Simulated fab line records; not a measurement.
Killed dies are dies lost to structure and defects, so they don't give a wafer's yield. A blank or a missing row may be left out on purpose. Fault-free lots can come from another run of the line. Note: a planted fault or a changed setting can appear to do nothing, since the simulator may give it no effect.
Problem report, 8D (eight disciplines) form, completed by code | flow n5_finfet | the parts of the form that need people (team, actions taken, sign-off) are left out

== 1. THE ISSUE ==
N5_FIN_SAQP_INSPECT_40, raw_defect_count: mean 897 over 1 wafer from 1 lot; wafers with no fault: 247, standard deviation 66. Relative to the usual mean, that is a shift of +9.8 standard deviations.
The step: inspects for defects (brightfield).
Earliest sighting: wafer L809.1 on defect_inspect-02 at day 5 02:27. Wafers with a number at this step in the record: 24, from 8 lots. Rule for "out", or "out of limits": more than 4 standard deviations from the usual mean. The other wafers with a number count as sound.

== 2. WHAT IT IS; WHAT IT IS NOT ==
question                    | is                | is not
which readings at this step | raw_defect_count  | -
which lots                  | L809              | L797, L801, L813, L814, L815, L819, L820
which wafers of those lots  | L809.1            | L809.2, L809.3
read on which gauges        | defect_inspect-02 | defect_inspect-01
when                        | from day 5 02:27  | up to then (8 sound wafers); but 15 sound wafers of L813, L814, L815, L819, L820 came after

== 3. WHAT RULES OUT EACH SUSPECT ==
Counting: if a tool at a process step up to the reading ran every lot that is out, it stays a suspect. Sound lots after the first of them don't rule it out here, since some wafers of a struck lot are sound.
- ruled out: the gauge at N5_FIN_SAQP_INSPECT_40. All the wafers that are out were read on defect_inspect-02, but those of them that N5_FIN_CUT_INSPECT_10 has rows for are out there too, on other tools.
- rie_si-02 at N5_FIN_SAQP_ETCH_65 (etches SiO2 in CF4, target depth 4 nm, time 4.4 s): kept. It processed L809, the lot that is out, at day 5 00:13, and its most recent sound lot before then was L801 at day 3 01:25.
- rie_diel-03 at N5_FIN_SAQP_ETCH_67 (etches SiNx in CH3F/O2, target depth 30 nm): kept. It processed L809, the lot that is out, at day 5 00:50, and its most recent sound lot before then was L801 at day 3 02:03.
- rie_diel-03 at N5_FIN_SAQP_STRIP_70 (strips in N2/H2): kept. It processed L809, the lot that is out, at day 5 00:53, and its most recent sound lot before then was L801 at day 3 02:05.
- vapor_etch-02 at N5_FIN_SAQP_RECESS_71 (chemistry HF/NH3, target SiO2, target depth 3 nm, afs cycles 1, sublimation time 60 s): kept. It ran the lot that is out, L809 (day 5 01:12).
- rie_si-02, N5_FIN_SAQP_ETCH_65: wafers that are out in chamber 3, sound lot-mates in chambers 0, 1.
- rie_diel-03, N5_FIN_SAQP_ETCH_67: wafers that are out in chamber 3, sound lot-mates in chambers 0, 2.
- rie_diel-03, N5_FIN_SAQP_STRIP_70: wafers that are out in chamber 3, sound lot-mates in chambers 0, 2.
Left after counting: rie_si-02 at N5_FIN_SAQP_ETCH_65, rie_diel-03 at N5_FIN_SAQP_ETCH_67, rie_diel-03 at N5_FIN_SAQP_STRIP_70, vapor_etch-02 at N5_FIN_SAQP_RECESS_71.

== 4. THE CAUSE (what the simulator had put in) ==
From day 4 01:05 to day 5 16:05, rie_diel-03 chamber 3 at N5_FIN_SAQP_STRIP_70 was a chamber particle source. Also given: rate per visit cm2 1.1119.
This tool is one of the 4 suspects left after counting.

== 5. THE CHAIN OF EFFECTS, in route order ==
Rows list readings where the struck wafers' mean (over those with a number) sits beyond 3 standard deviations from the usual. Scope: only readings with a usual standard deviation given in the record; hours: median across lots of the time from each lot's start at the first step in this table that gives one to its start at this step; sigmas: change in usual standard deviations.
hours | step                    | reading              | usual  | on struck wafers | change | sigmas
0     | N5_FIN_SAQP_INSPECT_40  | raw_defect_count     | 247    | 897              | +650   | +9.8
1     | N5_FIN_CUT_INSPECT_10   | raw_defect_count     | 44     | 736              | +692   | +53
2     | N5_FIN_CUT_INSPECT_17   | raw_defect_count     | 252    | 881              | +629   | +9.5
242   | N5_PASSIVATION_PROBE_49 | defect_limited_yield | 91.0 % | 79.7             | -11.3  | -8.7
242   | N5_PASSIVATION_PROBE_49 | killed_at_front_end  | 43     | 161              | +118   | +11
242   | N5_PASSIVATION_PROBE_49 | killed_dies          | 106    | 239              | +133   | +8.9
242   | N5_PASSIVATION_PROBE_49 | sort_bin_5_function  | 5.3 %  | 13.0             | +7.7   | +8.8
242   | N5_PASSIVATION_PROBE_49 | sort_n_pass          | 1074   | 941              | -133   | -8.9
242   | N5_PASSIVATION_PROBE_49 | sort_yield_pct       | 91.0 % | 79.7             | -11.3  | -8.7
It contains these process steps:
- N5_PASSIVATION_PROBE_49
Later steps that measure or inspect, where all struck wafers having a row at the step show a number for every such reading and not one has moved that far: N5_BEOL_M4_RC_MEAS_101.

== 6. WHAT WOULD HAVE CAUGHT IT SOONER ==
25 hours passed between the start of the fault at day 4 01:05 and the first reading out of limits at a measuring or inspecting step in this record, taken at day 5 02:27.
Tool readings at N5_FIN_SAQP_STRIP_70 with a usual standard deviation given in the record: none out on any struck wafer, hence no alarm at a limit of 4 standard deviations on them.
Each of the lots that are out, 1 in all, had begun N5_FIN_SAQP_STRIP_70 on rie_diel-03 no later than day 5 02:27. Holding the tool at that point would not have protected any of them.
